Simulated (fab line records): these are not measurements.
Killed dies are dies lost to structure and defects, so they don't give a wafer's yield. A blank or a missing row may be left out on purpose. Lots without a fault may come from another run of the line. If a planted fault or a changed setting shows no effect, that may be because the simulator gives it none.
fab line records + flow nand_harc
[record]
- lots = 11
- wafers = 33
- last_day = 24
route steps=1159 shown P_BONDPAD@367 A_ZERO_WELL@390 A_SOURCE_PLATE@423 A_ONON_D1@425 END@1159
lots untouched by any fault: they come from a run of this same line in which no faults occurred
start_h: hours from the record's first day to the start of the lot's first wafer shown + wait_h: hours elapsed since this lot's preceding step + " repeats the value in the row above + L1.1+2: a row that stands for several wafers + - value missing, or start not given + * or withheld: withheld + < > ~ a bound
route shown NAME@n: names a module that has steps shown in the file, with the first one's number in the route + usual: mean/standard deviation of fault-free wafers + same: alike in all rows + chamber/n: place in a boat + sites: the reading at each site + _std_site: standard deviation of those values + _edge_site: the outer-site mean with the inner-site mean subtracted + radius_mm: how far each site lies from the wafer's centre + mask NAME#n: copy n + behind: the last tool/chamber to shape the wafer + hold: the reason the lot was held/the length of the hold in hours/how it ended + device: which transistor (n, p or np) failed to switch + end of line: the tests these same wafers got at the end of their route + for a step that has no rows: nothing shown but its recipe + killed: dies that structure and defects cost at the first sort, which is not the same as the wafer's yield + map: per-die view of a wafer (x killed, . not killed, _ where there is no die)
set.NAME: setting as actually run; set.NAME@STEP: the setting as run at that earlier step + model.NAME: the simulator's own value behind a step, which no gauge read
one table for each step of the route and one row for each wafer, over a sample of lots
services: the hour from which a tool's chamber was out of use, counted from the record's first day as start_h (under 0 if before that day), plus the number of hours and why
[[steps]]
[step NHARC_P_BONDPAD_DESCUM_11]
[recipe]
- time_s = 3
- o2_flow_sccm = 200
- ar_flow_sccm = 0
- bias_power_w = 0
- chemistry = O2
[usual]
- drypump_motor_current_A = 5.6/0.33
- oes_product_au = 1.000/0.01
- rf_vpp_V = 57.7/0.96
- showerhead_plenum_p_Torr = 1.90/0.1
- throttle_valve_pct = 11.311/0.0094
| lot.wafer | tool        | chamber | start_h | wait_h | drypump_motor_current_A | oes_product_au | rf_hours_counter_h | rf_vpp_V | showerhead_plenum_p_Torr | throttle_valve_pct |
|-----------|-------------|---------|---------|--------|-------------------------|----------------|--------------------|----------|--------------------------|--------------------|
| L701.3    | rie_diel-09 | 1       | 141.78  | -      | 5.7                     | 0.990          | 5                  | 57.3     | 2.05                     | 11.306             |
| L701.4    | "           | 2       | "       | "      | 5.8                     | 0.992          | 5                  | 59.0     | 1.80                     | 11.307             |
| L701.5    | "           | 0       | "       | "      | 5.4                     | 0.995          | -                  | 57.9     | 1.95                     | 11.312             |
| L702.3    | rie_diel-09 | 0       | 154.72  | -      | 5.4                     | 1.003          | 6                  | 57.3     | 1.95                     | 11.311             |
| L702.4    | "           | 2       | "       | "      | 5.8                     | 0.992          | 6                  | 57.4     | 1.80                     | 11.306             |
| L702.2    | "           | 3       | "       | "      | 5.5                     | 1.008          | 6                  | 56.6     | 1.82                     | 11.316             |
| L704.1    | rie_diel-09 | 1       | 155.25  | -      | 5.7                     | 0.993          | 6                  | 58.1     | 2.05                     | 11.323             |
| L704.4    | "           | 2       | "       | "      | 5.8                     | 0.998          | 6                  | 56.9     | 1.80                     | 11.310             |
| L704.5    | "           | 2       | "       | "      | 5.8                     | 1.002          | -                  | 57.6     | 1.80                     | 11.297             |
| L706.3    | rie_diel-09 | 1       | 179.56  | -      | 5.7                     | 0.981          | 8                  | 58.3     | 2.05                     | 11.315             |
| L706.4    | "           | 3       | "       | "      | 5.5                     | 1.006          | 8                  | 59.4     | 1.82                     | 11.328             |
| L706.6    | "           | 2       | "       | "      | 5.8                     | 0.989          | -                  | 57.9     | 1.79                     | 11.303             |
| L709.2    | rie_diel-02 | 0       | 201.66  | -      | 4.9                     | 1.001          | 16                 | 57.9     | 2.07                     | 11.299             |
| L709.1    | "           | 2       | "       | "      | 6.5                     | 0.997          | 8                  | 58.3     | 1.97                     | 11.310             |
| L709.5    | "           | 0       | "       | "      | 4.9                     | 0.996          | -                  | 58.6     | 2.07                     | 11.305             |
| L710.3    | rie_diel-08 | 0       | 204.82  | -      | 5.6                     | 1.001          | 32                 | 58.0     | 1.96                     | 11.302             |
| L710.1    | "           | 1       | "       | "      | 5.2                     | 1.004          | 31                 | 56.6     | 1.88                     | 11.313             |
| L710.4    | "           | 2       | "       | "      | 5.6                     | 1.014          | 28                 | 56.6     | 1.77                     | 11.318             |
| L714.2    | rie_diel-08 | 2       | 220.49  | -      | 5.6                     | 1.015          | 32                 | 56.5     | 1.77                     | 11.319             |
| L714.4    | "           | 3       | "       | "      | 6.0                     | 0.997          | 37                 | 57.0     | 1.98                     | 11.309             |
| L714.5    | "           | 1       | "       | "      | 5.2                     | 0.999          | -                  | 59.5     | 1.88                     | 11.333             |
| L716.4    | rie_diel-08 | 2       | 228.04  | -      | 5.6                     | 1.005          | 35                 | 56.8     | 1.77                     | 11.296             |
| L716.3    | "           | 1       | "       | "      | 5.2                     | 1.003          | 38                 | 57.3     | 1.88                     | 11.307             |
| L716.6    | "           | 3       | "       | "      | 6.0                     | 0.989          | -                  | 58.2     | 1.98                     | 11.292             |
| L720.4    | rie_diel-09 | 1       | 249.02  | -      | 5.7                     | 0.999          | 16                 | 57.9     | 2.05                     | 11.311             |
| L720.1    | "           | 0       | "       | "      | 5.4                     | 0.997          | 17                 | 56.6     | 1.94                     | 11.316             |
| L720.6    | "           | 1       | "       | "      | 5.7                     | 0.999          | -                  | 60.3     | 2.05                     | 11.314             |
| L719.4    | rie_diel-09 | 0       | 249.37  | -      | 5.4                     | 0.995          | 17                 | 59.0     | 1.94                     | 11.306             |
| L719.1    | "           | 1       | "       | "      | 5.7                     | 1.001          | 16                 | 60.0     | 2.05                     | 11.311             |
| L719.6    | "           | 1       | "       | "      | 5.7                     | 0.988          | -                  | 58.2     | 2.05                     | 11.297             |
| L722.4    | rie_diel-09 | 2       | 270.25  | -      | 5.8                     | 1.001          | 0                  | 57.3     | 1.79                     | 11.297             |
| L722.1    | "           | 0       | "       | "      | 5.4                     | 0.996          | 1                  | 58.4     | 1.94                     | 11.291             |
| L722.6    | "           | 3       | "       | "      | 5.5                     | 1.014          | -                  | 58.0     | 1.82                     | 11.319             |
[step NHARC_P_BONDPAD_ETCH_24]
[recipe]
- target_depth_a = 300
- over_etch_frac = 0.3
- time_s = 72.99
- ion_energy_ev = 150
- cf4_flow_sccm = 50
- n2_flow_sccm = 100
- ar_flow_sccm = 150
- rf_w = 300
- bias_w = 100
- chemistry = CF4/N2
[usual]
- cf4_flow_sccm = 50.01/0.14
- drypump_motor_current_A = 5.60/0.28
- n2_flow_sccm = 100.00/0.29
- oes_product_au = 1.000/0.0099
- rf_vpp_V = 313.8/2.2
- showerhead_plenum_p_Torr = 2.61/0.13
- throttle_valve_pct = 19.793/0.0097
[same]
- over_etch_frac = 0.3
| lot.wafer | tool        | chamber | start_h | wait_h | cf4_flow_sccm | drypump_motor_current_A | n2_flow_sccm | oes_product_au | rf_hours_counter_h | rf_vpp_V | showerhead_plenum_p_Torr | throttle_valve_pct |
|-----------|-------------|---------|---------|--------|---------------|-------------------------|--------------|----------------|--------------------|----------|--------------------------|--------------------|
| L701.4    | rie_diel-09 | 1       | -       | -      | 49.83         | 5.72                    | 100.25       | 0.995          | 5                  | 315.5    | 2.81                     | 19.795             |
| L701.3    | "           | 3       | "       | "      | 49.79         | 5.52                    | 100.10       | 1.000          | 5                  | 312.5    | 2.51                     | 19.800             |
| L701.5    | "           | 2       | "       | "      | 50.02         | 5.82                    | 99.24        | 0.990          | -                  | 310.7    | 2.47                     | 19.792             |
| L702.3    | rie_diel-09 | 1       | -       | -      | 49.92         | 5.73                    | 100.09       | 0.996          | 6                  | 316.7    | 2.81                     | 19.805             |
| L702.4    | "           | 2       | "       | "      | 49.79         | 5.82                    | 100.19       | 0.991          | 6                  | 311.2    | 2.47                     | 19.806             |
| L702.2    | "           | 0       | "       | "      | 50.06         | 5.36                    | 100.15       | 0.993          | 6                  | 315.5    | 2.67                     | 19.770             |
| L704.4    | rie_diel-09 | 0       | -       | -      | 49.63         | 5.39                    | 100.31       | 1.007          | 6                  | 314.7    | 2.67                     | 19.794             |
| L704.1    | "           | 1       | "       | "      | 49.86         | 5.72                    | 100.20       | 0.998          | 6                  | 318.3    | 2.81                     | 19.788             |
| L704.5    | "           | 2       | "       | "      | 49.86         | 5.82                    | 100.07       | 0.986          | -                  | 312.6    | 2.47                     | 19.813             |
| L706.4    | rie_diel-09 | 0       | -       | -      | 49.79         | 5.38                    | 99.88        | 1.005          | 8                  | 314.2    | 2.67                     | 19.790             |
| L706.3    | "           | 3       | "       | "      | 49.93         | 5.54                    | 99.80        | 1.013          | 8                  | 313.3    | 2.51                     | 19.810             |
| L706.6    | "           | 0       | "       | "      | 50.08         | 5.43                    | 99.93        | 1.000          | -                  | 314.8    | 2.67                     | 19.790             |
| L709.1    | rie_diel-09 | 1       | -       | -      | 49.89         | 5.74                    | 99.87        | 1.009          | 10                 | 316.6    | 2.81                     | 19.786             |
| L709.2    | "           | 2       | "       | "      | 49.99         | 5.79                    | 99.89        | 1.006          | 10                 | 310.2    | 2.47                     | 19.789             |
| L709.5    | "           | 1       | "       | "      | 50.02         | 5.71                    | 99.57        | 0.997          | -                  | 316.5    | 2.81                     | 19.793             |
| L710.3    | rie_diel-09 | 3       | -       | -      | 50.18         | 5.55                    | 99.70        | 0.998          | 11                 | 312.9    | 2.51                     | 19.793             |
| L710.4    | "           | 0       | "       | "      | 50.06         | 5.37                    | 100.29       | 0.989          | 11                 | 315.3    | 2.67                     | 19.798             |
| L710.1    | "           | 2       | "       | "      | 49.86         | 5.82                    | 99.99        | 0.994          | 11                 | 313.0    | 2.47                     | 19.796             |
| L714.4    | rie_diel-08 | 2       | -       | -      | 50.06         | 5.62                    | 100.02       | 1.003          | 32                 | 311.7    | 2.44                     | 19.783             |
| L714.2    | "           | 3       | "       | "      | 50.11         | 5.99                    | 99.93        | 1.000          | 37                 | 316.2    | 2.72                     | 19.797             |
| L714.5    | "           | 1       | "       | "      | 49.99         | 5.23                    | 99.92        | 0.993          | -                  | 313.6    | 2.58                     | 19.787             |
| L716.4    | rie_diel-09 | 0       | -       | -      | 50.08         | 5.35                    | 100.12       | 1.006          | 15                 | 314.9    | 2.67                     | 19.804             |
| L716.3    | "           | 2       | "       | "      | 50.03         | 5.79                    | 100.79       | 1.002          | 14                 | 312.6    | 2.47                     | 19.806             |
| L716.6    | "           | 0       | "       | "      | 50.24         | 5.38                    | 99.76        | 0.995          | -                  | 315.7    | 2.67                     | 19.786             |
| L720.1    | rie_diel-02 | 0       | -       | -      | 49.98         | 4.91                    | 99.76        | 0.995          | 34                 | 317.4    | 2.82                     | 19.786             |
| L720.4    | "           | 1       | "       | "      | 49.90         | 5.20                    | 100.17       | 0.976          | 34                 | 312.0    | 2.49                     | 19.786             |
| L720.6    | "           | 0       | "       | "      | 50.02         | 4.90                    | 99.46        | 0.989          | -                  | 317.3    | 2.82                     | 19.774             |
| L719.1    | rie_diel-09 | 3       | -       | -      | 50.00         | 5.56                    | 99.87        | 1.009          | 16                 | 312.7    | 2.51                     | 19.810             |
| L719.4    | "           | 0       | "       | "      | 49.97         | 5.36                    | 99.99        | 0.987          | 17                 | 316.3    | 2.66                     | 19.803             |
| L719.6    | "           | 2       | "       | "      | 49.92         | 5.80                    | 100.01       | 1.002          | -                  | 312.8    | 2.47                     | 19.800             |
| L722.1    | rie_diel-09 | 3       | -       | -      | 49.90         | 5.58                    | 100.04       | 0.996          | 1                  | 311.5    | 2.51                     | 19.791             |
| L722.4    | "           | 0       | "       | "      | 49.97         | 5.39                    | 100.12       | 0.985          | 1                  | 316.5    | 2.66                     | 19.802             |
| L722.6    | "           | 3       | "       | "      | 50.00         | 5.55                    | 99.81        | 1.004          | -                  | 310.9    | 2.51                     | 19.784             |
[step NHARC_A_ZERO_WELL_PRECLEAN_00]
[recipe]
- time_s = 600
- temp_c = 120
- chemistry = SPM
| lot.wafer  | tool         | chamber | start_h | wait_h |
|------------|--------------|---------|---------|--------|
| L701.3+4+5 | wet_bench-05 | 3,5,7   | 145.08  | 0.1    |
| L702.3+2+4 | wet_bench-05 | 6,7,0   | 157.95  | 0.1    |
| L704.4+1+5 | wet_bench-05 | 3,7,0   | 158.44  | 0.1    |
| L706.3+4+6 | wet_bench-05 | 6,7,0   | 182.70  | 0.1    |
| L709.5+2+1 | wet_bench-05 | 3,6,0   | 204.91  | 0.1    |
| L710.1+4+3 | wet_bench-06 | 2,4,5   | 208.01  | 0.1    |
| L714.5+4+2 | wet_bench-05 | 7,3,4   | 224.00  | 0.1    |
| L716.6+3+4 | wet_bench-02 | 7,0,1   | 231.23  | 0.1    |
| L720.1+4+6 | wet_bench-06 | 4,5,1   | 252.14  | 0.1    |
| L719.4+1+6 | wet_bench-05 | 3,4,0   | 252.54  | 0.1    |
| L722.4+6+1 | wet_bench-06 | 1,3,4   | 273.41  | 0.1    |
[step NHARC_A_ZERO_WELL_INSPECT_17]
[usual]
- raw_defect_count = 11/6.1
| lot.wafer | tool              | chamber | start_h | wait_h | raw_defect_count |
|-----------|-------------------|---------|---------|--------|------------------|
| L701.3    | defect_inspect-02 | -       | 147.30  | 0.1    | 14               |
| L701.4    | "                 | -       | "       | "      | 8                |
| L701.5    | "                 | -       | "       | "      | 13               |
| L702.2    | defect_inspect-01 | -       | 160.05  | 0.1    | 2                |
| L702.3    | "                 | -       | "       | "      | 12               |
| L702.4    | "                 | -       | "       | "      | 3                |
| L704.1    | defect_inspect-01 | -       | 160.67  | 0.2    | 3                |
| L704.4    | "                 | -       | "       | "      | 8                |
| L704.5    | "                 | -       | "       | "      | 6                |
| L706.3    | defect_inspect-02 | -       | 184.90  | 0.1    | 1                |
| L706.4    | "                 | -       | "       | "      | 9                |
| L706.6    | "                 | -       | "       | "      | 3                |
| L709.1    | defect_inspect-02 | -       | 207.12  | 0.2    | 10               |
| L709.2    | "                 | -       | "       | "      | 6                |
| L709.5    | "                 | -       | "       | "      | 9                |
| L710.1    | defect_inspect-02 | -       | 210.26  | 0.2    | 8                |
| L710.3    | "                 | -       | "       | "      | 6                |
| L710.4    | "                 | -       | "       | "      | 31               |
| L714.2    | defect_inspect-01 | -       | 226.13  | 0.1    | 366              |
| L714.4    | "                 | -       | "       | "      | 399              |
| L714.5    | "                 | -       | "       | "      | 353              |
| L716.3    | defect_inspect-01 | -       | 233.45  | 0.1    | 17               |
| L716.4    | "                 | -       | "       | "      | 6                |
| L716.6    | "                 | -       | "       | "      | 12               |
| L720.1    | defect_inspect-01 | -       | 254.36  | 0.2    | 3                |
| L720.4    | "                 | -       | "       | "      | 2                |
| L720.6    | "                 | -       | "       | "      | 12               |
| L719.1    | defect_inspect-02 | -       | 254.77  | 0.2    | 396              |
| L719.4    | "                 | -       | "       | "      | 371              |
| L719.6    | "                 | -       | "       | "      | 382              |
| L722.1    | defect_inspect-01 | -       | 275.89  | 0.2    | 6                |
| L722.4    | "                 | -       | "       | "      | 9                |
| L722.6    | "                 | -       | "       | "      | 7                |
[step NHARC_A_SOURCE_PLATE_INSPECT_08]
[usual]
- raw_defect_count = 59/24
| lot.wafer | tool              | chamber | start_h | wait_h | raw_defect_count |
|-----------|-------------------|---------|---------|--------|------------------|
| L701.3    | defect_inspect-02 | -       | 170.10  | 0.0    | 134              |
| L701.4    | "                 | -       | "       | "      | 76               |
| L701.5    | "                 | -       | "       | "      | 53               |
| L704.1    | defect_inspect-01 | -       | 180.46  | 0.0    | 35               |
| L704.4    | "                 | -       | "       | "      | 47               |
| L704.5    | "                 | -       | "       | "      | 42               |
| L702.2    | defect_inspect-01 | -       | 180.49  | 0.0    | 69               |
| L702.3    | "                 | -       | "       | "      | 85               |
| L702.4    | "                 | -       | "       | "      | 91               |
| L706.3    | defect_inspect-02 | -       | 206.73  | 0.0    | 36               |
| L706.4    | "                 | -       | "       | "      | 36               |
| L706.6    | "                 | -       | "       | "      | 47               |
| L710.1    | defect_inspect-02 | -       | 227.84  | 0.0    | 23               |
| L710.3    | "                 | -       | "       | "      | 44               |
| L710.4    | "                 | -       | "       | "      | 63               |
| L709.1    | defect_inspect-01 | -       | 227.84  | 0.0    | 72               |
| L709.2    | "                 | -       | "       | "      | 67               |
| L709.5    | "                 | -       | "       | "      | 82               |
| L714.2    | defect_inspect-01 | -       | 246.80  | 0.0    | 388              |
| L714.4    | "                 | -       | "       | "      | 416              |
| L714.5    | "                 | -       | "       | "      | 395              |
| L716.3    | defect_inspect-02 | -       | 254.84  | 0.0    | 49               |
| L716.4    | "                 | -       | "       | "      | 44               |
| L716.6    | "                 | -       | "       | "      | 41               |
| L719.1    | defect_inspect-02 | -       | 277.90  | 0.0    | 438              |
| L719.4    | "                 | -       | "       | "      | 401              |
| L719.6    | "                 | -       | "       | "      | 424              |
| L720.1    | defect_inspect-01 | -       | 277.90  | 0.0    | 60               |
| L720.4    | "                 | -       | "       | "      | 56               |
| L720.6    | "                 | -       | "       | "      | 64               |
| L722.1    | defect_inspect-01 | -       | 296.46  | 0.0    | 57               |
| L722.4    | "                 | -       | "       | "      | 53               |
| L722.6    | "                 | -       | "       | "      | 33               |
[step NHARC_A_ONON_D1_THK_MEAS_02]
[recipe]
- thk_meas_gauge = ellipsometry
[usual]
- thk_nm = 997/9.6
| lot.wafer | tool          | chamber | start_h | wait_h | thk_nm |
|-----------|---------------|---------|---------|--------|--------|
| L701.3    | film_metro-02 | -       | 170.67  | -      | 1002   |
| L701.4    | "             | -       | "       | "      | 1003   |
| L701.5    | "             | -       | "       | "      | 1003   |
| L704.1    | film_metro-01 | -       | 181.05  | -      | 995    |
| L704.4    | "             | -       | "       | "      | 995    |
| L704.5    | "             | -       | "       | "      | 996    |
| L702.2    | film_metro-02 | -       | 181.09  | -      | 984    |
| L702.3    | "             | -       | "       | "      | 987    |
| L702.4    | "             | -       | "       | "      | 984    |
| L706.3    | film_metro-02 | -       | 207.30  | -      | 1012   |
| L706.4    | "             | -       | "       | "      | 1012   |
| L706.6    | "             | -       | "       | "      | 1013   |
| L710.1    | film_metro-01 | -       | 228.42  | -      | 1008   |
| L710.3    | "             | -       | "       | "      | 1010   |
| L710.4    | "             | -       | "       | "      | 1013   |
| L709.1    | film_metro-01 | -       | 228.43  | -      | 1004   |
| L709.2    | "             | -       | "       | "      | 1006   |
| L709.5    | "             | -       | "       | "      | 1005   |
| L714.2    | film_metro-01 | -       | 247.71  | -      | 1004   |
| L714.4    | "             | -       | "       | "      | 1006   |
| L714.5    | "             | -       | "       | "      | 1006   |
| L716.3    | film_metro-02 | -       | 255.42  | -      | 1014   |
| L716.4    | "             | -       | "       | "      | 1011   |
| L716.6    | "             | -       | "       | "      | 1012   |
| L720.1    | film_metro-02 | -       | 278.48  | -      | 995    |
| L720.4    | "             | -       | "       | "      | 995    |
| L720.6    | "             | -       | "       | "      | 996    |
| L719.1    | film_metro-01 | -       | 278.49  | -      | 984    |
| L719.4    | "             | -       | "       | "      | 985    |
| L719.6    | "             | -       | "       | "      | 985    |
| L722.1    | film_metro-01 | -       | 297.36  | -      | 987    |
| L722.4    | "             | -       | "       | "      | 985    |
| L722.6    | "             | -       | "       | "      | 986    |
[step NHARC_END_SORT_01]
[recipe]
- temp_c = 25
[usual]
- killed_at_array = 28/11
- killed_at_other = 0.6/0.85
- killed_at_periphery = 2.8/2.3
- killed_dies = 31/11
- killed_open = 3.1/1.6
- killed_short = 2.0/1.4
[same]
- gross_dies = 677
| lot.wafer | tool      | chamber | start_h | wait_h | killed_at_array | killed_at_other | killed_at_periphery | killed_dies | killed_open | killed_short |
|-----------|-----------|---------|---------|--------|-----------------|-----------------|---------------------|-------------|-------------|--------------|
| L714.2    | prober-02 | 0       | 544.57  | 2.8    | 88              | 1               | 1                   | 90          | 4           | 3            |
| L714.4    | prober-02 | 0       | 546.16  | 3.4    | 80              | 0               | 2                   | 82          | 5           | 3            |
| L714.5    | prober-02 | 0       | 546.95  | 3.7    | 64              | 0               | 3                   | 67          | 4           | 1            |
| L719.1    | prober-02 | 0       | 567.15  | 2.5    | 93              | 1               | 4                   | 98          | 6           | 1            |
| L719.4    | prober-02 | 0       | 569.54  | 3.4    | 75              | 0               | 1                   | 76          | 1           | 3            |
| L719.6    | prober-02 | 0       | 571.13  | 4.0    | 62              | 1               | 1                   | 64          | 3           | 1            |
// killed by level:class
L714.2 A_ZERO_WELL:unspecified=75 A_CHANNEL_HOLE_D1:chamber_film_flake=4 A_M0:geometric_particle:open=2 A_CONTACT:chamber_film_flake=2 P_GATE:geometric_particle:open=1 A_CHANNEL_HOLE_D1:geometric_particle:short=1 A_SGD_CUT:geometric_particle:short=1 A_M1:geometric_particle:open=1
L714.4 A_ZERO_WELL:unspecified=57 A_CHANNEL_HOLE_D1:chamber_film_flake=14 A_M0:geometric_particle:open=2 A_CHANNEL_FILL_D1:chamber_film_flake=2 P_STI:geometric_particle:open=1 P_M1:geometric_particle:short=1 A_CHANNEL_HOLE_D1:geometric_particle:open=1 A_CHANNEL_FILL_D1:geometric_particle:open=1
L714.5 A_ZERO_WELL:unspecified=34 A_CHANNEL_HOLE_D1:chamber_film_flake=21 A_CONTACT:chamber_film_flake=3 P_CONTACT:chamber_film_flake=2 P_CONTACT:geometric_particle:open=1 A_CHANNEL_FILL_D1:geometric_particle:open=1 A_CHANNEL_FILL_D1:geometric_particle:short=1 A_CONTACT:geometric_particle:open=1
L719.1 A_ZERO_WELL:unspecified=75 A_CHANNEL_HOLE_D1:chamber_film_flake=9 A_CONTACT:geometric_particle:open=2 P_STI:chamber_film_flake=2 A_SGD_CUT:chamber_film_flake=2 P_M1:geometric_particle:open=1 A_SOURCE_PLATE:geometric_particle:open=1 A_ONON_D1:geometric_particle:open=1
L719.4 A_ZERO_WELL:unspecified=56 A_CHANNEL_HOLE_D1:chamber_film_flake=10 A_SLIT:chamber_film_flake=3 A_ONON_D1:geometric_particle:short=1 A_CHANNEL_HOLE_D1:geometric_particle:short=1 A_CHANNEL_FILL_D1:geometric_particle:short=1 A_M0:geometric_particle:open=1 P_GATE:chamber_film_flake=1
L719.6 A_ZERO_WELL:unspecified=44 A_CHANNEL_HOLE_D1:chamber_film_flake=6 A_SGD_CUT:chamber_film_flake=4 A_CHANNEL_FILL_D1:geometric_particle:short=1 A_WL_FILL:geometric_particle:open=1 A_CONTACT:geometric_particle:open=1 A_M0:geometric_particle:open=1 P_STI:chamber_film_flake=1
[[services]]
| tool         | chamber | start_h | hours | kind   |
|--------------|---------|---------|-------|--------|
| rie_diel-08  | -       | 124.80  | 9.0   | pm     |
| wet_bench-06 | -       | 129.60  | 8.0   | pm     |
| rie_diel-02  | 2       | 133.82  | 49.2  | repair |
| rie_diel-09  | 0       | 135.27  | -     | clean  |
| rie_diel-09  | 1       | 135.27  | -     | clean  |
| rie_diel-09  | 2       | 135.27  | -     | clean  |
| rie_diel-09  | 3       | 135.27  | -     | clean  |
| rie_diel-02  | 1       | 139.90  | 6.9   | repair |
| rie_diel-02  | -       | 150.83  | 9.0   | pm     |
| rie_diel-09  | 0       | 159.77  | -     | clean  |
| rie_diel-09  | 1       | 159.77  | -     | clean  |
| rie_diel-09  | 2       | 159.77  | -     | clean  |
| rie_diel-09  | 3       | 159.77  | -     | clean  |
| rie_diel-08  | 2       | 164.66  | 7.4   | repair |
| wet_bench-05 | -       | 174.33  | 3.7   | repair |
| wet_bench-02 | -       | 180.00  | 8.0   | pm     |
| rie_diel-09  | -       | 182.37  | 1.0   | repair |
| rie_diel-09  | 0       | 184.27  | -     | clean  |
| rie_diel-09  | 1       | 184.27  | -     | clean  |
| rie_diel-09  | 2       | 184.27  | -     | clean  |
| wet_bench-05 | -       | 196.80  | 8.0   | pm     |
| rie_diel-09  | 1       | 220.03  | 5.9   | repair |
| rie_diel-02  | 1       | 250.78  | 36.2  | repair |
| rie_diel-09  | -       | 254.10  | 9.0   | pm     |
[[key]]
[first_sign]
- step = NHARC_A_ZERO_WELL_INSPECT_17
- reading = raw_defect_count
- direction = up
- sigmas = 60
- usual = 11
- struck = 378
[effect]
- step = NHARC_A_SOURCE_PLATE_INSPECT_08
- reading = raw_defect_count
- direction = up
- sigmas = 15
- usual = 59
- struck = 410
[effect]
- step = NHARC_END_SORT_01
- reading = killed_at_array
- direction = up
- sigmas = 4.3
- usual = 28
- struck = 77
[more_kills_born_at]
- NHARC_A_ZERO_WELL_PRECLEAN_00@wet_bench-05 = 341
met_at NHARC_A_ZERO_WELL_PRECLEAN_00
struck_lots L714,L719
tester_left_out L714,L719
not_acting_at NHARC_P_BONDPAD_DESCUM_11,NHARC_P_BONDPAD_ETCH_24,NHARC_A_ONON_D1_THK_MEAS_02
onset_between 204.91 224.00
[fault]
- kind = chamber_particle_source
- tool = wet_bench-05
- chamber = -
- onset_h = 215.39
- steps = NHARC_A_ZERO_WELL_PRECLEAN_00
- rate_per_visit_cm2 = 0.58649
- end_h = 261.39
// tester_left_out: of these lots the tester's yield and bins aren't shown, on N5 and GAA mostly nor the transistor test; their killed dies are dies lost to structure and defects alone, not to doping, threshold or leakage, so they don't give the yield
